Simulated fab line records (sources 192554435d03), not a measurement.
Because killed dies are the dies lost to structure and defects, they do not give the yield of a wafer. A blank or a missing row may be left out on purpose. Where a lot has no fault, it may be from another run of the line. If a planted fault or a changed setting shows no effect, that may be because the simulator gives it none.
fab line records ; flow n5-finfet
record: lots: 11; wafers: 33; last-day: 17
route steps=1938 shown BEOL_M4@1092 PASSIVATION@1908
lots untouched by any fault: they come from a run of this same line in which no faults occurred
start-h: start of the lot's first displayed wafer, in hours after the record's first day ; wait-h: time in hours since the lot's previous step ; " unchanged from the row above ; L1.1+2: a row that stands for several wafers ; - either no value or no given start ; * or withheld: withheld ; < > ~ a bound
route shown NAME@n: a module of which the file shows steps, and the number in the route of the first ; usual: the fault-free wafers' mean and standard deviation ; same: alike in all rows ; chamber/n: place in a boat ; sites: per-site readings ; _std_site: standard deviation of those values ; _edge_site: outer sites' mean less inner sites' ; radius-mm: how far each site lies from the wafer's centre ; mask NAME#n: copy n ; behind: the most recent tool/chamber to have shaped the wafer ; hold: what put the lot on hold/how long, in hours/how the hold closed ; device: the transistor (n, p or np) that didn't switch ; end of line: tests of these same wafers at the route's end ; a step given without rows: its recipe and nothing more ; killed: at the first sort, the dies lost to defects and structure; wafer yield is something else ; map: a wafer's dies, x killed, . not, _ none there
set.NAME: the setting that was run; set.NAME@STEP: the one run at that earlier step ; model.NAME: the simulator's own value behind a step, which no gauge read
a sample of lots followed through the steps of the route, with each step as a table and each wafer as a row
services: a tool's chamber out of use, with start hour (start-h, from the record's first day; less than 0 if before it), hours out, and reason
== steps ==
step: N5_BEOL_M4_SPUTTER_88
recipe: material: Cu; target-thk-a: 45; temp-c: -20; chamber-pressure-pa: 0.07; power-w: withheld; time-s: 8.29
usual: chuck-sensor-temp-C: -15.7/0.58; susceptor-temp-C: -20.01/0.1; throttle-valve-pct: 30.4/0.44
lot.wafer;tool;chamber;start-h;wait-h;chuck-sensor-temp-C;susceptor-temp-C;throttle-valve-pct
L925.1;pvd-sputter-01;-;162.61;0.1;-16.6;-20.02;30.5
L925.2;pvd-sputter-01;-;162.61;0.1;-16.1;-20.05;30.7
L925.5;pvd-sputter-01;-;162.61;0.1;-16.5;-20.03;30.4
L927.3;pvd-sputter-01;-;181.18;0.1;-16.0;-20.05;30.5
L927.4;pvd-sputter-01;-;181.18;0.1;-16.6;-20.19;30.4
L927.6;pvd-sputter-01;-;181.18;0.1;-16.0;-20.06;30.5
L928.4;pvd-sputter-02;-;193.66;0.1;-15.2;-20.05;30.7
L928.5;pvd-sputter-02;-;193.66;0.1;-15.6;-19.97;30.5
L928.6;pvd-sputter-02;-;193.66;0.1;-15.1;-20.29;30.7
L930.2;pvd-sputter-03;-;199.57;0.1;-16.0;-19.85;29.9
L930.4;pvd-sputter-03;-;199.57;0.1;-16.3;-20.11;30.6
L930.6;pvd-sputter-03;-;199.57;0.1;-16.4;-20.02;30.6
L931.1;pvd-sputter-03;-;206.26;0.1;-15.7;-20.06;29.9
L931.4;pvd-sputter-03;-;206.26;0.1;-16.2;-19.89;30.5
L931.5;pvd-sputter-03;-;206.26;0.1;-15.6;-19.90;29.9
L933.1;pvd-sputter-03;-;212.71;0.1;-16.0;-20.18;30.2
L933.3;pvd-sputter-03;-;212.71;0.1;-16.3;-20.09;30.4
L933.5;pvd-sputter-03;-;212.71;0.1;-16.1;-20.16;30.8
L936.1;pvd-sputter-03;-;230.00;0.1;-16.0;-20.03;30.1
L936.2;pvd-sputter-03;-;230.00;0.1;-15.8;-19.92;29.9
L936.3;pvd-sputter-03;-;230.00;0.1;-16.1;-19.99;30.5
L940.2;pvd-sputter-01;-;277.17;0.1;-15.8;-19.75;30.3
L940.3;pvd-sputter-01;-;277.17;0.1;-16.6;-20.13;30.6
L940.6;pvd-sputter-01;-;277.17;0.1;-16.7;-19.94;30.2
L943.3;pvd-sputter-01;-;280.65;0.1;-16.8;-19.94;30.1
L943.4;pvd-sputter-01;-;280.65;0.1;-16.0;-19.76;30.5
L943.6;pvd-sputter-01;-;280.65;0.1;-16.5;-20.02;30.3
L944.1;pvd-sputter-01;-;283.78;0.1;-15.2;-19.93;30.7
L944.3;pvd-sputter-01;-;283.78;0.1;-16.0;-19.98;30.6
L944.4;pvd-sputter-01;-;283.78;0.1;-15.2;-20.12;29.5
L946.2;pvd-sputter-02;-;296.18;0.1;-15.6;-19.89;30.4
L946.5;pvd-sputter-02;-;296.18;0.1;-15.6;-20.03;30.5
L946.6;pvd-sputter-02;-;296.18;0.1;-14.6;-19.97;30.9
step: N5_PASSIVATION_DESCUM_32
recipe: chemistry: O2; time-s: 7.9; source-power-w: 50; bias-power-w: 20; pressure-mtorr: 20; rf-frequency-hz: 2.712e+07; temp-c: 40; o2-flow-sccm: 225
usual: chamber-pressure-mTorr: 20.001/0.018; drypump-motor-current-A: 5.7/0.46; oes-product-au: 0.81/0.096; rf-vpp-V: 242.5/1; showerhead-plenum-p-Torr: 2.045/0.029; temp-c: 40.01/0.11; throttle-valve-pct: 20.41/0.21
lot.wafer;tool;chamber;start-h;wait-h;chamber-pressure-mTorr;drypump-motor-current-A;oes-product-au;rf-hours-counter-h;rf-vpp-V;showerhead-plenum-p-Torr;temp-c;throttle-valve-pct
L925.1;rie-diel-05;2;259.42;0.0;19.992;5.1;0.70;208;240.9;1.984;40.12;20.56
L925.2;rie-diel-05;1;259.42;0.0;20.010;6.0;0.91;22;242.8;2.052;40.03;20.13
L925.5;rie-diel-05;2;259.42;0.0;20.019;5.2;0.70;-;240.3;1.984;39.91;20.55
L927.3;rie-diel-02;2;282.96;0.4;19.988;5.9;0.71;209;243.5;2.065;40.15;20.85
L927.4;rie-diel-02;3;282.96;0.4;19.980;6.1;0.73;154;243.1;2.092;39.85;20.37
L927.6;rie-diel-02;2;282.96;0.4;20.006;5.9;0.71;-;244.2;2.065;40.23;20.85
L928.4;rie-diel-05;0;288.76;0.0;19.997;5.1;0.93;13;242.9;2.065;40.06;20.15
L928.5;rie-diel-05;0;288.76;0.0;20.006;5.1;0.94;-;242.5;2.064;39.99;20.13
L928.6;rie-diel-05;1;288.76;0.0;20.044;6.0;0.90;-;242.5;2.049;40.05;20.15
L931.1;rie-diel-01;2;304.14;0.0;20.001;5.7;0.85;59;243.9;2.035;40.00;20.48
L931.4;rie-diel-01;2;304.14;0.0;20.035;5.7;0.85;-;241.0;2.035;40.21;20.49
L931.5;rie-diel-01;3;304.14;0.0;20.011;4.8;0.69;-;242.5;2.052;40.04;20.65
L930.2;rie-diel-01;1;304.85;0.2;20.002;5.7;0.93;18;242.4;2.054;40.02;20.23
L930.4;rie-diel-01;1;304.85;0.2;20.002;5.7;0.93;-;241.5;2.054;40.11;20.23
L930.6;rie-diel-01;2;304.85;0.2;19.991;5.7;0.85;-;242.0;2.035;39.87;20.51
L933.1;rie-diel-02;1;316.19;0.2;20.024;6.1;0.68;211;243.5;2.078;40.05;20.34
L933.3;rie-diel-02;3;316.19;0.2;19.998;6.0;0.73;165;244.8;2.089;39.87;20.38
L933.5;rie-diel-02;0;316.19;0.2;19.976;5.6;0.74;-;242.2;2.008;40.00;20.55
L936.1;rie-diel-05;2;330.22;0.3;20.008;5.1;0.68;234;241.8;1.976;39.93;20.60
L936.2;rie-diel-05;0;330.22;0.3;20.013;5.1;0.90;30;242.5;2.059;39.98;20.17
L936.3;rie-diel-05;1;330.22;0.3;19.971;6.0;0.86;46;242.4;2.044;39.77;20.16
L940.2;rie-diel-05;1;373.41;0.0;20.004;6.0;0.83;62;243.0;2.038;40.14;20.19
L940.3;rie-diel-05;2;373.41;0.0;20.018;5.1;0.66;249;242.6;1.971;39.93;20.62
L940.6;rie-diel-05;0;373.41;0.0;19.998;5.1;0.86;-;243.9;2.053;39.90;20.20
L943.3;rie-diel-05;0;378.29;0.0;19.956;5.1;0.87;47;242.9;2.053;39.90;20.19
L943.4;rie-diel-05;1;378.29;0.0;20.014;6.0;0.84;-;241.4;2.037;39.94;20.20
L943.6;rie-diel-05;3;378.29;0.0;19.981;5.7;0.92;-;242.8;2.050;40.20;20.57
L944.1;rie-diel-05;3;381.63;0.0;20.018;5.8;0.93;22;243.8;2.050;39.97;20.59
L944.3;rie-diel-05;1;381.63;0.0;20.016;6.0;0.84;65;242.7;2.037;40.08;20.22
L944.4;rie-diel-05;3;381.63;0.0;19.980;5.7;0.93;-;242.6;2.050;40.01;20.58
L946.2;rie-diel-02;2;407.22;1.4;19.987;6.0;0.68;249;242.5;2.051;39.99;20.90
L946.5;rie-diel-02;2;407.22;1.4;20.018;6.0;0.68;-;243.8;2.050;40.08;20.89
L946.6;rie-diel-02;1;407.22;1.4;20.009;6.1;0.67;-;242.1;2.068;39.96;20.39
step: N5_PASSIVATION_PASS_ETCH_47
recipe: chemistry: CF4/O2; target: SiNx; target-depth-a: 7700; time-s: 385; ion-energy-ev: 100; pressure-mtorr: 40; source-w: 535; bias-w: 49; Ar_flow_sccm: 100; cf4-flow-sccm: 100; O2_flow_sccm: 10
usual: chamber-pressure-mTorr: 39.99/0.035; drypump-motor-current-A: 5.7/0.46; oes-product-au: 0.80/0.088; rf-vpp-V: 240.2/2; showerhead-plenum-p-Torr: 2.156/0.028; throttle-valve-pct: 15.84/0.24
lot.wafer;tool;chamber;start-h;wait-h;chamber-pressure-mTorr;drypump-motor-current-A;oes-product-au;rf-hours-counter-h;rf-vpp-V;showerhead-plenum-p-Torr;throttle-valve-pct
L925.1;rie-diel-02;1;261.77;0.0;40.01;6.1;0.71;189;243.2;2.195;15.76
L925.2;rie-diel-02;2;261.77;0.0;40.04;6.0;0.72;199;237.5;2.194;16.37
L925.5;rie-diel-02;3;261.77;0.0;40.03;6.1;0.75;-;241.3;2.209;15.84
L927.3;rie-diel-01;0;285.10;0.0;39.96;6.5;0.82;87;240.5;2.143;15.51
L927.4;rie-diel-01;0;285.10;0.0;40.00;6.5;0.82;-;241.0;2.143;15.55
L927.6;rie-diel-01;2;285.10;0.0;39.98;5.7;0.87;-;238.2;2.157;15.93
L928.4;rie-diel-01;1;290.55;0.0;40.00;5.7;0.95;13;243.6;2.166;15.61
L928.5;rie-diel-01;2;290.55;0.0;39.98;5.7;0.86;-;237.1;2.157;15.93
L928.6;rie-diel-01;3;290.55;0.0;40.06;4.8;0.70;-;241.7;2.176;16.20
L931.1;rie-diel-05;1;306.10;0.0;39.98;6.0;0.87;36;243.0;2.158;15.56
L931.4;rie-diel-05;1;306.10;0.0;40.03;6.0;0.87;-;242.4;2.157;15.57
L931.5;rie-diel-05;0;306.10;0.0;40.01;5.1;0.91;-;237.5;2.162;15.47
L930.2;rie-diel-01;1;307.04;0.0;39.99;5.7;0.93;19;240.7;2.164;15.64
L930.4;rie-diel-01;0;307.04;0.0;39.99;6.5;0.81;-;243.2;2.141;15.55
L930.6;rie-diel-01;1;307.04;0.0;40.04;5.8;0.93;-;243.4;2.163;15.62
L933.1;rie-diel-02;1;317.97;0.0;39.95;6.1;0.68;211;243.1;2.187;15.80
L933.3;rie-diel-02;3;317.97;0.0;40.00;6.0;0.73;165;239.4;2.201;15.89
L933.5;rie-diel-02;2;317.97;0.0;39.96;6.0;0.71;-;239.1;2.186;16.40
L936.1;rie-diel-01;0;332.04;0.0;39.92;6.5;0.80;106;240.2;2.137;15.58
L936.2;rie-diel-01;2;332.04;0.0;39.98;5.7;0.84;73;237.6;2.151;15.99
L936.3;rie-diel-01;1;332.04;0.0;39.93;5.8;0.90;32;241.9;2.159;15.65
L940.2;rie-diel-01;1;375.30;0.0;40.03;5.7;0.87;50;241.0;2.153;15.68
L940.3;rie-diel-01;0;375.30;0.0;40.03;6.5;0.78;124;240.9;2.130;15.61
L940.6;rie-diel-01;3;375.30;0.0;40.00;4.8;0.92;-;240.1;2.170;15.75
L943.3;rie-diel-05;3;380.23;0.0;39.95;5.7;0.91;22;241.3;2.166;15.96
L943.4;rie-diel-05;1;380.23;0.0;40.01;6.0;0.84;-;241.9;2.148;15.62
L943.6;rie-diel-05;3;380.23;0.0;39.96;5.7;0.91;-;240.6;2.166;15.94
L944.1;rie-diel-05;1;384.39;0.0;40.01;6.0;0.83;67;242.8;2.147;15.62
L944.3;rie-diel-05;3;384.39;0.0;40.03;5.7;0.91;24;241.0;2.165;15.96
L944.4;rie-diel-05;0;384.39;0.0;40.05;5.1;0.85;-;236.5;2.152;15.53
L946.2;rie-diel-02;0;410.07;0.0;40.01;5.7;0.72;189;239.4;2.103;16.01
L946.5;rie-diel-02;3;410.07;0.0;40.00;6.1;0.71;-;239.4;2.192;15.94
L946.6;rie-diel-02;0;410.07;0.0;39.98;5.6;0.72;-;239.7;2.104;15.99
step: N5_PASSIVATION_PROBE_49
usual: defect-limited-yield: 91.2/1.6; killed_at_M0_to_M3: 33/11; killed_at_M4_up: 15/6.2; killed-at-contacts: 15/7.1; killed-at-front-end: 38/12; killed-at-other: 4/3.5; killed-dies: 104/19; killed-open: 69/14; killed-short: 34/8.5; sort_bin_5_function: 5.2/0.99; sort_bin_6_memory: 3.3/0.77; sort-n-pass: 1076/19; sort-yield-pct: 91.2/1.6
same: gross-dies: 1180; killed-at-back-side: 0; sort_bin_4_leakage[%]: 0; sort_bin_8_speed[%]: 0
lot.wafer;tool;chamber;start-h;wait-h;defect-limited-yield[%];killed_at_M0_to_M3;killed_at_M4_up;killed-at-contacts;killed-at-front-end;killed-at-other;killed-dies;killed-open;killed-short;sort_bin_5_function[%];sort_bin_6_memory[%];sort-n-pass;sort-yield-pct[%]
L933.1;prober-02;-;320.98;0.0;79.8;36;157;8;33;4;238;59;39;12.3;3.9;942;79.8
L933.3;prober-02;-;321.08;0.1;80.0;32;156;11;36;1;236;59;30;11.1;4.4;944;80.0
L933.5;prober-02;-;321.18;0.2;81.7;25;155;10;20;6;216;43;31;11.5;4.2;964;81.7
L936.1;prober-02;-;335.06;0.0;79.1;27;167;15;34;4;247;61;32;11.9;5.4;933;79.1
L936.2;prober-02;-;335.11;0.1;79.5;37;170;6;27;2;242;59;34;12.8;4.1;938;79.5
L936.3;prober-02;-;335.16;0.1;80.4;33;165;7;22;4;231;58;31;11.6;4.4;949;80.4
L943.3;prober-01;-;383.34;0.1;92.4;19;17;9;39;6;90;47;42;5.3;2.0;1090;92.4
L943.4;prober-01;-;383.39;0.2;88.2;28;19;31;57;4;139;91;48;6.5;4.9;1041;88.2
L943.6;prober-01;-;383.49;0.3;89.2;38;19;18;47;5;127;91;36;6.2;4.2;1053;89.2
killed by level:class
L933.1 BEOL_M4:unspecified=140 FIN_SAQP:geometric-particle:open=8 BEOL_M3:geometric-particle:short=8 STI_FIN_REVEAL:geometric-particle:open=7 BEOL_M0_SAQP:geometric-particle:open=7 BEOL_M2:geometric-particle:open=7 MOL_CONTACT_COAG:geometric-particle:open=6 BEOL_M1:geometric-particle:open=6
L933.3 BEOL_M4:unspecified=143 BEOL_M2:geometric-particle:open=13 MOL_CONTACT_COAG:geometric-particle:open=9 STI_FIN_REVEAL:geometric-particle:open=6 GATE_CUT:geometric-particle:short=5 BEOL_M2:geometric-particle:short=5 FIN_SAQP:geometric-particle:short=4 DUMMY_GATE:geometric-particle:open=4
L933.5 BEOL_M4:unspecified=141 MOL_CONTACT_COAG:geometric-particle:open=8 GATE_CUT:geometric-particle:short=7 BEOL_M1:geometric-particle:open=5 BEOL_M2:geometric-particle:open=5 BEOL_M5:geometric-particle:open=5 BEOL_M0_SAQP:geometric-particle:short=4 STARTING-WAFER:geometric-particle:short=3
L936.1 BEOL_M4:unspecified=154 FIN_SAQP:geometric-particle:open=10 MOL_CONTACT_COAG:geometric-particle:open=9 BEOL_M1:geometric-particle:open=7 STI_FIN_REVEAL:geometric-particle:open=6 MOL_CONTACT_COAG:geometric-particle:short=6 BEOL_M2:geometric-particle:open=6 BEOL_M0_SAQP:geometric-particle:open=4
L936.2 BEOL_M4:unspecified=147 BEOL_M4:geometric-particle:open=13 BEOL_M2:geometric-particle:open=11 STI_FIN_REVEAL:geometric-particle:open=6 BEOL_M1:geometric-particle:open=6 BEOL_M3:geometric-particle:open=5 BEOL_M4:geometric-particle:short=5 STI_FIN_REVEAL:geometric-particle:short=4
L936.3 BEOL_M4:unspecified=141 BEOL_M4:geometric-particle:open=15 BEOL_M0_SAQP:geometric-particle:short=11 STI_FIN_REVEAL:geometric-particle:open=10 BEOL_M1:geometric-particle:open=7 MOL_CONTACT_COAG:geometric-particle:open=6 BEOL_M0_SAQP:geometric-particle:open=6 BEOL_M4:geometric-particle:short=5
L943.3 FIN_SAQP:geometric-particle:short=13 FIN_SAQP:geometric-particle:open=9 BEOL_M4:geometric-particle:open=7 MOL_CONTACT_COAG:geometric-particle:open=5 GATE_CUT:geometric-particle:short=5 BEOL_M1:geometric-particle:open=5 STI_FIN_REVEAL:geometric-particle:open=4 MOL_CONTACT_COAG:geometric-particle:short=4
L943.4 MOL_CONTACT_COAG:geometric-particle:open=21 FIN_SAQP:geometric-particle:short=17 BEOL_M4:geometric-particle:open=14 FIN_SAQP:geometric-particle:open=13 STI_FIN_REVEAL:geometric-particle:open=13 MOL_CONTACT_COAG:geometric-particle:short=10 BEOL_M2:geometric-particle:open=6 BEOL_M3:geometric-particle:open=6
L943.6 BEOL_M4:geometric-particle:open=15 MOL_CONTACT_COAG:geometric-particle:open=14 BEOL_M1:geometric-particle:open=12 FIN_SAQP:geometric-particle:short=11 STI_FIN_REVEAL:geometric-particle:open=10 BEOL_M2:geometric-particle:open=9 FIN_SAQP:geometric-particle:open=8 MOL_CONTACT_COAG:geometric-particle:short=4
== services ==
tool;chamber;start-h;hours;kind
rie-diel-05;0;141.50;9.7;repair
pvd-sputter-01;-;141.96;1.9;repair
rie-diel-05;1;163.92;15.8;repair
rie-diel-05;1;184.07;-;clean
rie-diel-05;1;184.07;-;consumable-replace:focus-ring
rie-diel-05;1;184.07;21.9;scheduled-down
rie-diel-05;1;184.07;21.9;vent-cycle
rie-diel-01;0;205.00;10.7;repair
rie-diel-05;3;217.36;2.8;repair
rie-diel-05;0;221.67;-;clean
rie-diel-05;0;221.67;-;consumable-replace:focus-ring
rie-diel-05;0;221.67;19.9;scheduled-down
rie-diel-01;1;226.12;7.0;repair
rie-diel-05;-;271.96;10.0;pm
rie-diel-05;3;292.57;28.2;repair
rie-diel-05;-;311.93;2.8;pm
pvd-sputter-03;-;316.18;2.9;repair
rie-diel-05;3;321.20;7.7;repair
rie-diel-01;3;343.36;5.8;repair
rie-diel-02;1;374.63;3.0;repair
rie-diel-02;-;380.59;14.6;pm
rie-diel-05;1;388.94;7.3;repair
rie-diel-01;-;396.58;15.6;pm
rie-diel-05;-;402.34;1.1;repair
== key ==
first-sign: step: N5_PASSIVATION_PROBE_49; reading: killed_at_M4_up; direction: up; sigmas: 24; usual: 15; struck: 162
effect: step: N5_PASSIVATION_PROBE_49; reading: defect-limited-yield; direction: down; sigmas: 6.8; usual: 91.2; struck: 80.1
more-kills-born-at: N5_BEOL_M4_SPUTTER_88@pvd-sputter-03: 866
met-at N5_BEOL_M4_SPUTTER_88
struck-lots L933,L936
not-acting-at N5_PASSIVATION_DESCUM_32,N5_PASSIVATION_PASS_ETCH_47
onset-between 206.26 212.71
fault: kind: chamber-particle-source; tool: pvd-sputter-03; chamber: -; onset-h: 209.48; steps: N5_BEOL_M4_SPUTTER_88; rate-per-visit-cm2: 1.4757; end-h: 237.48
